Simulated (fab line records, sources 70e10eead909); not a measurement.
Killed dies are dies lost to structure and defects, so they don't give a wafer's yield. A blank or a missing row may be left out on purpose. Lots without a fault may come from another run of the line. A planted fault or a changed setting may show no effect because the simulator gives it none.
Which tool did it? | flow nand_harc | 6 lots, 18 wafers sampled, at 3 steps of a route of 1302

WHAT THE GAUGES READ, wafer by wafer
NHARC_A_M1_OVL_MEAS_10: pitch 240 nm.
lot  | measured     | on         | overlay_x_nm (nm)
L188 | day 23 15:28 | overlay-02 | 1.2 1.4 0.9
L197 | day 27 08:56 | overlay-02 | 4.4 4.0 4.6 4.5 4.8 4.5
L200 | day 28 09:33 | overlay-01 | 0.7 1.1 0.8
L203 | day 31 00:07 | overlay-02 | -0.1 0.5 0.3
L205 | day 31 06:35 | overlay-02 | 1.4 1.4 1.2
L207 | day 31 18:58 | overlay-01 | 0.4 -0.1 0.4

WHICH TOOL RAN EACH LOT (tool, then ch and the chambers of the sampled wafers, then the start)
lot  | NHARC_A_M0_PVD_21                       | NHARC_A_M1_EXPOSE_06
L188 | pvd_sputter-02, day 23 15:15 or earlier | arfi_scanner-02 ch 0, day 23 15:15
L197 | pvd_sputter-03, day 27 08:43 or earlier | arfi_scanner-03 ch 0, day 27 08:43
L200 | pvd_sputter-03, day 28 09:20 or earlier | arfi_scanner-01 ch 0, day 28 09:20
L203 | pvd_sputter-03, day 30 23:54 or earlier | arfi_scanner-02 ch 0, day 30 23:54
L205 | pvd_sputter-03, day 31 06:22 or earlier | arfi_scanner-01 ch 0, day 31 06:22
L207 | pvd_sputter-02, day 31 18:44 or earlier | arfi_scanner-01 ch 0, day 31 18:44
- NHARC_A_M0_PVD_21: deposits Cu, target thk 30 nm, time 20.49 s.
- NHARC_A_M1_EXPOSE_06: exposes mask A M1, target cd 120 nm.

THE ANSWER, worked out from the rows above alone
Rule: what is usual is taken from the lots themselves. Put in order of their means at a reading, lots are off if they are a third of the lots or fewer, leave a main group of 4 or more, and stand apart from it by a gap of 3 or more times the standard deviation of the main group's means; of several such gaps the widest counts. A main group whose means are all the same, to the digits that the tables above print for the reading, isn't used. A lot without any number at a reading at which 4 lots or more have one is off too. The other lots that the step has rows for count as sound.
Off: L197, at NHARC_A_M1_OVL_MEAS_10 (overlay_x_nm). The main group: mean 0.8 nm, standard deviation 0.46.
A tool fits if, at a process step before that reading, it ran every lot that is off, and no sound lot after the first of them. The gauges at NHARC_A_M1_OVL_MEAS_10 are tried like those tools. NHARC_A_M0_PVD_21 gives no start for some lots, so the hours and the order of its lots are those of NHARC_A_M1_EXPOSE_06. One fits: arfi_scanner-03 at NHARC_A_M1_EXPOSE_06. It ran no sound lot before its first lot that is off in this sample, so the start can't be narrowed down.

WHAT THE SIMULATOR HAD PUT IN
Scanner matching overlay: arfi_scanner-03, from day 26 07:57 on, at NHARC_A_M1_EXPOSE_06. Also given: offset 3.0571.
Lots struck among those shown: L197. The rule above found the same.
